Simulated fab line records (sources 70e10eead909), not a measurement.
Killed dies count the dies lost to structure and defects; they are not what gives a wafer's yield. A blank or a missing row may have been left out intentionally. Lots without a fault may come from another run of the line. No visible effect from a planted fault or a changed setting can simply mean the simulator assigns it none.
Matching of chambers | flow nand_harc | NHARC_A_STAIRCASE_TRIM_12 on rie_diel-09: 4 sister chambers
The step chemistry O2, time 211.2 s. 4 wafers are shown with their chamber, then 9 later ones without.

== WAFERS, EACH WITH ITS CHAMBER ==
wafer  | chamber | showerhead_plenum_p_Torr (Torr)
L079.1 | 3       | 3.66
L084.3 | 0       | 3.41
L084.4 | 2       | 3.58
L084.6 | 1       | 3.54

== WAFERS MISSING THEIR CHAMBER ==
wafer  | showerhead_plenum_p_Torr (Torr)
L086.1 | 3.53
L086.2 | 3.40
L086.4 | 3.64
L094.2 | 3.57
L094.3 | 3.63
L094.4 | 3.52
L095.1 | 3.52
L095.2 | 3.39
L095.3 | 3.62

== CHAMBER TAKEN BY EACH ==
wafer  | from the rows above          | in truth
L086.1 | can't be placed: 1 or 2      | 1
L086.2 | 0                            | 0
L086.4 | can't be placed: 3 or 2      | 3
L094.2 | can't be placed: 2 or 1      | 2
L094.3 | can't be placed: 3 or 2      | 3
L094.4 | can't be placed: 1 or 2      | 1
L095.1 | can't be placed: 1 or 2      | 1
L095.2 | 0                            | 0
L095.3 | can't be placed: 2 or 3 or 1 | 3
2 of 9 placed correctly. From these rows, 7 cannot be placed; in 7 the true chamber is one of the candidates. Wrongly placed: 0.
How it was worked out, from the rows above alone: a wafer's distance from a chamber is the root of the sum, over the readings, of the square of ((its reading less the chamber's mean) divided by the reading's scatter). The wafer belongs to the nearest chamber; if the next one is less than 2 further off, it can't be placed. Each chamber's mean is taken over the wafers shown for it. The scatter (one wafer shown for each chamber): square how far every hidden wafer sits from the nearest shown wafer, average those squares and take the square root.
